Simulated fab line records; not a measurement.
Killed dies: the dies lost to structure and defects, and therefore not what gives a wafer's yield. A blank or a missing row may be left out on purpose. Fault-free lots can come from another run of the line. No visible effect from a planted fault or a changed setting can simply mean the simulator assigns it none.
fab line records	flow n5Finfet
[record] lots = 12	wafers = 32	lastDay = 19
route steps=1938 shown BEOL_M4@1101 BEOL_M15@1805 PASSIVATION@1936
lots untouched by any fault: they come from a run of this same line in which no faults occurred
startH: hours from the record's first day to the start of the lot's first wafer shown	waitH: hours elapsed since this lot's preceding step	" same as the row above	L1.1+2: a single row standing in for several wafers	- no value present, or no start provided	* or withheld: withheld	< > ~ a bound
route shown NAME@n: a module of which the file shows steps, and the number in the route of the first	usual: mean/standard deviation taken from wafers without a fault	same: alike in all rows	chamber/n: place in a boat	sites: each site's reading	_std_site: standard deviation across them	_edge_site: outer sites' mean less inner sites'	radiusMm: how far each site lies from the wafer's centre	mask NAME#n: copy n	behind: the last tool/chamber to shape the wafer	hold: why the lot was held/for how many hours/how that ended	device: names the non-switching transistor (n, p or np)	end of line: the tests these same wafers got at the end of their route	step lacking rows: just its recipe	killed: dies that structure and defects cost at the first sort, which is not the same as the wafer's yield	map: dies across one wafer; x = killed, . = not, _ = none there
set.NAME: the setting the step ran with; set.NAME@STEP: the setting that earlier step ran with	model.NAME: the simulator's own value behind a step, which no gauge read
a sample of lots followed through the steps of the route, with each step as a table and each wafer as a row
services: a tool's chamber out of use, with start hour (startH, from the record's first day; less than 0 if before it), hours out, and reason
[[steps]]
[step N5_BEOL_M4_ECD_50]
[recipe] material = Cu	targetThkA = 3000
lot.wafer	tool	chamber	startH	waitH
L890.1+5+6	ecdCu-02	0,0,1	177.64	0.1
L891.2+5+6	ecdCu-01	1,0,1	195.38	0.1
L892.4+5+6	ecdCu-01	0,0,1	202.03	0.1
L893.1+3+6	ecdCu-01	0,1,1	206.02	0.1
L902.1+2+3	ecdCu-02	0,1,0	257.58	0.1
L901.1+4+6	ecdCu-02	1	259.88	0.1
L903.1+2+4	ecdCu-01	0,1,0	264.73	0.1
L907.2+3+4	ecdCu-01	1,0,1	289.63	0.1
L905.3+4	ecdCu-01	0,1	289.97	0.1
L909.5+6	ecdCu-01	0,1	295.85	0.1
L910.2+5	ecdCu-01	1,0	314.26	0.1
L913.4+5	ecdCu-01	0	339.04	0.1
[step N5_BEOL_M15_OVL_MEAS_29]
[recipe] pointsPerWafer = 44
[usual] M15_OVL = 3/5
lot.wafer	tool	chamber	startH	waitH	M15_OVL[nm]
L890.1	overlay-02	0	268.63	0.0	12
L890.5	"	0	"	"	5
L890.6	"	0	"	"	7
L891.2	overlay-02	0	286.66	0.0	14
L891.5	"	0	"	"	7
L891.6	"	0	"	"	9
L892.4	overlay-02	0	288.23	0.0	-1
L892.5	"	0	"	"	0
L892.6	"	0	"	"	2
L893.1	overlay-02	0	294.57	0.0	-1
L893.3	"	0	"	"	7
L893.6	"	0	"	"	9
L902.1	overlay-02	0	343.89	0.0	4
L902.2	"	0	"	"	5
L902.3	"	0	"	"	3
L901.1	overlay-02	0	357.73	0.0	2
L901.4	"	0	"	"	-1
L901.6	"	0	"	"	3
L903.1	overlay-02	0	366.34	0.0	0
L903.2	"	0	"	"	-1
L903.4	"	0	"	"	0
L907.2	overlay-02	0	379.88	0.0	-1
L907.3	"	0	"	"	2
L907.4	"	0	"	"	3
L905.3	overlay-02	0	388.11	0.0	5
L905.4	"	0	"	"	7
L909.5	overlay-02	0	392.62	0.0	5
L909.6	"	0	"	"	6
L910.2	overlay-01	0	410.57	0.0	9
L910.5	"	0	"	"	2
L913.4	overlay-02	0	428.87	0.0	-4
L913.5	"	0	"	"	6
[step N5_BEOL_M15_STRIP_62]
[recipe] chemistry = O2	powerW = 600	tempC = 60	pressureMtorr = 30	rfFrequencyHz = 6e+07	biasPowerW = 0	overashFraction = 0.3	o2FlowSccm = 225
[usual] drypumpMotorCurrentA = 5.5/0.45	oesProductAu = 0.80/0.075	rfVppV = 3.7/0.51	showerheadPlenumPTorr = 2.10/0.077	throttleValvePct = 16.69/0.22
lot.wafer	tool	chamber	startH	waitH	drypumpMotorCurrentA	oesProductAu	rfHoursCounterH	rfVppV	showerheadPlenumPTorr	throttleValvePct
L890.1	rieDiel-01	3	-	-	5.6	0.89	33	3.9	2.16	16.36
L890.5	"	1	"	"	5.1	0.71	-	5.0	1.98	17.01
L890.6	"	0	"	"	5.3	0.93	-	3.8	2.23	16.64
L891.2	rieDiel-01	2	-	-	5.5	0.85	67	3.2	2.04	16.51
L891.5	"	0	"	"	5.3	0.91	-	3.7	2.23	16.66
L891.6	"	1	"	"	5.1	0.70	-	3.5	1.98	17.02
L892.4	rieDiel-04	3	-	-	6.5	0.74	183	3.1	2.06	16.82
L892.5	"	1	"	"	5.7	0.77	-	3.8	2.09	16.82
L892.6	"	0	"	"	5.3	0.86	-	3.5	2.09	16.56
L893.1	rieDiel-01	3	-	-	5.6	0.89	45	3.8	2.15	16.38
L893.3	"	0	"	"	5.3	0.90	39	3.6	2.23	16.66
L893.6	"	2	"	"	5.5	0.84	-	3.5	2.04	16.52
L902.1	rieDiel-01	1	-	-	5.1	0.69	221	3.6	1.97	17.04
L902.2	"	3	"	"	5.6	0.85	58	4.1	2.15	16.42
L902.3	"	0	"	"	5.3	0.87	53	3.5	2.22	16.67
L901.1	rieDiel-01	2	-	-	5.5	0.83	89	3.6	2.03	16.55
L901.4	"	3	"	"	5.6	0.85	62	4.2	2.15	16.43
L901.6	"	0	"	"	5.3	0.88	-	4.1	2.22	16.70
L903.1	rieDiel-01	2	-	-	5.4	0.83	91	4.0	2.03	16.56
L903.2	"	1	"	"	5.1	0.69	228	4.0	1.97	17.06
L903.4	"	3	"	"	5.6	0.84	64	4.4	2.15	16.43
L907.2	rieDiel-04	2	-	-	4.7	0.94	20	3.0	2.23	16.28
L907.3	"	3	"	"	6.4	0.71	210	3.3	2.05	16.87
L907.4	"	0	"	"	5.3	0.82	79	3.8	2.09	16.62
L905.3	rieDiel-03	0	-	-	5.0	0.86	71	3.8	2.20	16.45
L905.4	"	3	"	"	6.2	0.78	96	3.8	2.02	16.76
L909.5	rieDiel-03	3	-	-	6.2	0.78	-	3.3	2.02	16.77
L909.6	"	2	"	"	5.0	0.77	-	3.3	2.08	16.71
L910.2	rieDiel-03	2	-	-	5.0	0.77	158	3.6	2.08	16.71
L910.5	"	2	"	"	5.0	0.77	-	4.0	2.08	16.72
L913.4	rieDiel-04	0	-	-	5.3	0.80	96	3.7	2.08	16.64
L913.5	"	1	"	"	5.6	0.73	-	4.9	2.08	16.89
[step N5_BEOL_M15_ETCH_38]
[recipe] chemistry = CF4/N2	target = SiCN	targetDepthA = 1064	taperDeg = 2	timeS = 120.5	ionEnergyEv = 150	maskMaterial = SiO2	pressureMtorr = 40	sourceW = 430	biasW = 70	Ar_flow_sccm = 100	cf4FlowSccm = 60	n2FlowSccm = 60
[usual] drypumpMotorCurrentA = 5.5/0.44	mfcArSccm = 99.99/0.3	oesProductAu = 0.80/0.077	rfFwdPowerW = 428.4/1.5	rfVppV = 382.4/2.1	showerheadPlenumPTorr = 2.21/0.072	throttleValvePct = 15.47/0.25
lot.wafer	tool	chamber	startH	waitH	drypumpMotorCurrentA	mfcArSccm	oesProductAu	rfFwdPowerW	rfHoursCounterH	rfVppV	showerheadPlenumPTorr	throttleValvePct
L890.1	rieDiel-01	3	-	-	5.6	100.16	0.92	431.2	33	383.2	2.26	15.09
L890.5	"	1	"	"	5.1	99.80	0.69	426.8	-	379.8	2.10	15.82
L890.6	"	0	"	"	5.4	100.29	0.89	430.6	-	386.8	2.32	15.30
L891.2	rieDiel-01	2	-	-	5.5	99.70	0.84	429.4	67	383.0	2.13	15.17
L891.5	"	0	"	"	5.3	99.90	0.89	427.6	-	387.3	2.32	15.33
L891.6	"	1	"	"	5.1	100.31	0.69	427.6	-	380.3	2.10	15.82
L892.4	rieDiel-04	3	-	-	6.4	99.94	0.73	430.7	183	380.2	2.19	15.67
L892.5	"	1	"	"	5.7	100.13	0.75	430.8	-	381.6	2.19	15.53
L892.6	"	0	"	"	5.3	99.99	0.87	427.6	-	382.7	2.24	15.50
L893.1	rieDiel-01	3	-	-	5.6	100.19	0.91	428.7	45	383.1	2.25	15.13
L893.3	"	0	"	"	5.3	100.10	0.88	430.0	39	385.1	2.32	15.34
L893.6	"	2	"	"	5.4	99.28	0.85	428.1	-	380.3	2.13	15.19
L902.1	rieDiel-01	1	-	-	5.1	100.24	0.68	426.7	221	379.2	2.10	15.88
L902.2	"	3	"	"	5.6	99.79	0.88	428.8	58	382.9	2.25	15.15
L902.3	"	0	"	"	5.3	100.07	0.86	428.3	53	384.0	2.32	15.35
L901.1	rieDiel-01	2	-	-	5.5	99.83	0.81	426.8	89	381.5	2.12	15.21
L901.4	"	3	"	"	5.6	99.78	0.87	427.7	62	382.6	2.25	15.16
L901.6	"	0	"	"	5.3	99.74	0.85	428.5	-	385.2	2.31	15.37
L903.1	rieDiel-01	2	-	-	5.4	100.32	0.81	429.8	91	381.3	2.12	15.22
L903.2	"	1	"	"	5.1	99.61	0.66	427.9	228	380.9	2.09	15.87
L903.4	"	3	"	"	5.6	100.41	0.87	428.5	64	383.7	2.25	15.15
L907.2	rieDiel-04	2	-	-	4.8	100.05	0.93	427.3	20	385.0	2.32	14.93
L907.3	"	3	"	"	6.4	99.85	0.71	427.9	210	381.2	2.18	15.73
L907.4	"	0	"	"	5.3	99.71	0.84	429.3	79	382.3	2.23	15.53
L905.3	rieDiel-03	0	-	-	5.0	100.20	0.88	428.8	71	384.4	2.32	15.25
L905.4	"	3	"	"	6.2	99.63	0.78	426.3	96	379.5	2.15	15.59
L909.5	rieDiel-03	3	-	-	6.2	99.85	0.78	427.8	-	380.1	2.15	15.59
L909.6	"	2	"	"	5.1	99.97	0.78	426.7	-	382.4	2.22	15.64
L910.2	rieDiel-03	2	-	-	5.0	100.11	0.77	426.9	158	382.1	2.22	15.64
L910.5	"	2	"	"	5.1	99.61	0.77	426.5	-	382.6	2.22	15.63
L913.4	rieDiel-04	0	-	-	5.3	99.84	0.82	430.6	96	382.1	2.22	15.55
L913.5	"	1	"	"	5.6	100.14	0.73	429.4	-	382.2	2.17	15.62
[step N5_PASSIVATION_PROBE_49]
[usual] defectLimitedYield = 91.3/1.4	killed_at_M0_to_M3 = 36/10	killed_at_M4_up = 13/5.4	killedAtContacts = 12/5.3	killedAtFrontEnd = 39/10	killedAtOther = 3.2/2.7	killedDies = 103/16	killedOnRim = 13/4	killedOpen = 68/13	killedShort = 33/6.6	sort_bin_4_leakage = 0.01/0.031	sort_bin_5_function = 5.1/0.92	sort_bin_6_memory = 3.3/0.68	sort_bin_8_speed = 0.1/0.41	sortNPass = 1077/17	sortYieldPct = 91.2/1.4
[same] grossDies = 1180	killedAtBackSide = 0
lot.wafer	tool	chamber	startH	waitH	defectLimitedYield[%]	killed_at_M0_to_M3	killed_at_M4_up	killedAtContacts	killedAtFrontEnd	killedAtOther	killedDies	killedOnRim	killedOpen	killedShort	sort_bin_4_leakage[%]	sort_bin_5_function[%]	sort_bin_6_memory[%]	sort_bin_8_speed[%]	sortNPass	sortYieldPct[%]
L902.1	prober-01	-	365.61	0.2	61.0	21	386	15	29	9	460	55	61	28	0	23.5	13.3	0	720	61.0
L902.2	prober-01	-	365.66	0.2	59.1	30	413	6	25	9	483	79	51	36	0	26.3	12.1	0	697	59.1
L902.3	prober-01	-	365.71	0.3	58.5	28	429	8	23	2	490	73	41	31	0	25.8	13.1	0	690	58.5
L901.1	prober-02	-	380.80	0.0	60.1	45	394	5	26	1	471	58	53	36	0	23.7	13.5	0	709	60.1
L901.4	prober-02	-	380.95	0.2	60.2	24	407	7	25	7	470	55	51	18	0	24.2	12.8	0	710	60.2
L901.6	prober-02	-	381.05	0.3	61.0	21	400	2	28	9	460	66	45	28	0	23.2	13.6	0	720	61.0
// killed by level:class
L902.1 BEOL_M4:unspecified=370 MOL_CONTACT_COAG:geometricParticle:open=11 BEOL_M4:geometricParticle:open=10 BEOL_M0_SAQP:geometricParticle:open=7 FIN_SAQP:geometricParticle:open=6 DUMMY_GATE:geometricParticle:open=6 BEOL_M0_SAQP:geometricParticle:short=6 MOL_CONTACT_COAG:geometricParticle:short=4
L902.2 BEOL_M4:unspecified=391 BEOL_M4:geometricParticle:open=12 BEOL_M0_SAQP:geometricParticle:short=9 BEOL_M2:geometricParticle:open=9 FIN_SAQP:geometricParticle:open=6 BEOL_M0_SAQP:geometricParticle:open=5 MOL_CONTACT_COAG:geometricParticle:short=4 BEOL_M3:geometricParticle:open=4
L902.3 BEOL_M4:unspecified=417 BEOL_M0_SAQP:geometricParticle:short=11 BEOL_M2:geometricParticle:open=8 FIN_SAQP:geometricParticle:open=7 FIN_SAQP:geometricParticle:short=7 BEOL_M4:geometricParticle:open=7 BEOL_M3:geometricParticle:open=5 MOL_CONTACT_COAG:geometricParticle:open=4
L901.1 BEOL_M4:unspecified=380 BEOL_M0_SAQP:geometricParticle:short=16 BEOL_M0_SAQP:geometricParticle:open=11 BEOL_M1:geometricParticle:open=7 STI_FIN_REVEAL:geometricParticle:open=6 BEOL_M3:geometricParticle:open=6 BEOL_M4:geometricParticle:open=5 MOL_CONTACT_COAG:geometricParticle:open=4
L901.4 BEOL_M4:unspecified=400 STI_FIN_REVEAL:geometricParticle:open=9 BEOL_M1:geometricParticle:open=9 MOL_CONTACT_COAG:geometricParticle:open=6 FIN_SAQP:geometricParticle:short=5 BEOL_M2:geometricParticle:open=5 FIN_SAQP:geometricParticle:open=4 BEOL_M0_SAQP:geometricParticle:short=3
L901.6 BEOL_M4:unspecified=385 BEOL_M0_SAQP:geometricParticle:open=9 STI_FIN_REVEAL:geometricParticle:open=8 FIN_SAQP:geometricParticle:short=5 BEOL_M0_SAQP:geometricParticle:short=5 BEOL_M4:geometricParticle:open=5 FIN_SAQP:geometricParticle:open=4 BEOL_M3:geometricParticle:open=3
[[services]]
tool	chamber	startH	hours	kind
rieDiel-04	-	167.56	0.5	repair
rieDiel-01	0	223.37	15.1	repair
rieDiel-01	3	232.64	22.4	repair
rieDiel-03	-	244.35	28.1	pm
rieDiel-04	2	292.60	-	clean
rieDiel-04	2	292.60	-	consumableReplace:focusRing
rieDiel-04	2	292.60	-	consumableReplace:showerhead
rieDiel-04	2	292.60	22.2	scheduledDown
rieDiel-04	2	292.60	22.2	ventCycle
rieDiel-03	-	302.43	0.1	repair
rieDiel-04	-	305.71	4.3	pm
rieDiel-01	-	311.69	0.4	repair
ecdCu-01	-	320.08	0.7	repair
ecdCu-01	-	331.39	2.3	repair
ecdCu-01	-	364.27	1.8	repair
rieDiel-04	1	386.02	8.0	repair
rieDiel-03	1	408.68	-	clean
rieDiel-03	1	408.68	-	consumableReplace:focusRing
rieDiel-03	1	408.68	12.4	scheduledDown
rieDiel-03	1	408.68	12.4	ventCycle
[[key]]
[firstSign] step = N5_PASSIVATION_PROBE_49	reading = killed_at_M4_up	direction = up	sigmas = 73	usual = 13	struck = 405
[effect] step = N5_PASSIVATION_PROBE_49	reading = defectLimitedYield	direction = down	sigmas = 23	usual = 91.3	struck = 60.0
[moreKillsBornAt] N5_BEOL_M4_ECD_50@ecdCu-02 = 2343
metAt N5_BEOL_M4_ECD_50
struckLots L901,L902
notActingAt N5_BEOL_M15_OVL_MEAS_29,N5_BEOL_M15_STRIP_62,N5_BEOL_M15_ETCH_38
onsetBetween 177.64 257.58
[fault] kind = chamberParticleSource	tool = ecdCu-02	chamber = -	onsetH = 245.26	steps = N5_BEOL_M4_ECD_50	ratePerVisitCm2 = 0.76205	endH = 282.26
